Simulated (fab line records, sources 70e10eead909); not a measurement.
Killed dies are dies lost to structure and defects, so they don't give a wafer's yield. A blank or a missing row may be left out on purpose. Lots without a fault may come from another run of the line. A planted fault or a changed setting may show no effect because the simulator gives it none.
Which tool did it? | flow nand_harc | 6 lots, 18 wafers sampled, at 4 steps of a route of 1302

WHAT THE GAUGES READ, wafer by wafer
NHARC_P_M1_CD_MEAS_09: target cd 130 nm.
lot  | measured     | on        | cd_nm (nm)
L652 | day 7 06:21  | cd_sem-01 | 130.1 129.4 129.7
L654 | day 8 04:54  | cd_sem-02 | 129.8 129.4 129.3
L659 | day 10 14:52 | cd_sem-02 | 126.2 126.4 127.1
L664 | day 12 10:22 | cd_sem-01 | 130.2 129.4 129.6
L666 | day 13 05:25 | cd_sem-03 | 129.6 129.8 129.5
L671 | day 15 09:53 | cd_sem-03 | 130.4 129.2 129.6

WHICH TOOL RAN EACH LOT (tool, then ch and the chambers of the sampled wafers, then the start)
lot  | NHARC_P_M0_PRE_CLEAN_29                 | NHARC_P_M0_ANNEAL_30             | NHARC_P_M1_EXPOSE_06
L652 | pvd_sputter-03, day 7 04:08 or earlier  | rtp_anneal-01 ch 0, day 7 04:08  | arfi_scanner-02 ch 0, day 7 06:13
L654 | pvd_sputter-01, day 8 02:42 or earlier  | rtp_anneal-02 ch 0, day 8 02:42  | arfi_scanner-02 ch 0, day 8 04:46
L659 | pvd_sputter-03, day 10 12:42 or earlier | rtp_anneal-02 ch 0, day 10 12:42 | arfi_scanner-02 ch 0, day 10 14:44
L664 | pvd_sputter-02, day 12 08:10 or earlier | rtp_anneal-02 ch 0, day 12 08:10 | arfi_scanner-01 ch 0, day 12 10:13
L666 | pvd_sputter-03, day 13 03:11 or earlier | rtp_anneal-02 ch 0, day 13 03:11 | arfi_scanner-01 ch 0, day 13 05:17
L671 | pvd_sputter-01, day 15 07:34 or earlier | rtp_anneal-01 ch 0, day 15 07:34 | arfi_scanner-03 ch 0, day 15 09:44
- NHARC_P_M0_PRE_CLEAN_29: time 30 s.
- NHARC_P_M0_ANNEAL_30: time 90 s.
- NHARC_P_M1_EXPOSE_06: exposes mask P M1, target cd 130 nm.

THE ANSWER, worked out from the rows above alone
Rule: what is usual is taken from the lots themselves. Put in order of their means at a reading, lots are off if they are a third of the lots or fewer, leave a main group of 4 or more, and stand apart from it by a gap of 3 or more times the standard deviation of the main group's means; of several such gaps the widest counts. A main group whose means are all the same, to the digits that the tables above print for the reading, isn't used. A lot without any number at a reading at which 4 lots or more have one is off too. The other lots that the step has rows for count as sound.
Off: L659, at NHARC_P_M1_CD_MEAS_09 (cd_nm). The main group: mean 129.7 nm, standard deviation 0.092.
A tool fits if, at a process step before that reading, it ran every lot that is off, and no sound lot after the first of them. The gauges at NHARC_P_M1_CD_MEAS_09 are tried like those tools. NHARC_P_M0_PRE_CLEAN_29 gives no start for some lots, so the hours and the order of its lots are those of NHARC_P_M0_ANNEAL_30. Can't be told from this: 2 tools fit, arfi_scanner-02 at NHARC_P_M1_EXPOSE_06, cd_sem-02 at NHARC_P_M1_CD_MEAS_09.

WHAT THE SIMULATOR HAD PUT IN
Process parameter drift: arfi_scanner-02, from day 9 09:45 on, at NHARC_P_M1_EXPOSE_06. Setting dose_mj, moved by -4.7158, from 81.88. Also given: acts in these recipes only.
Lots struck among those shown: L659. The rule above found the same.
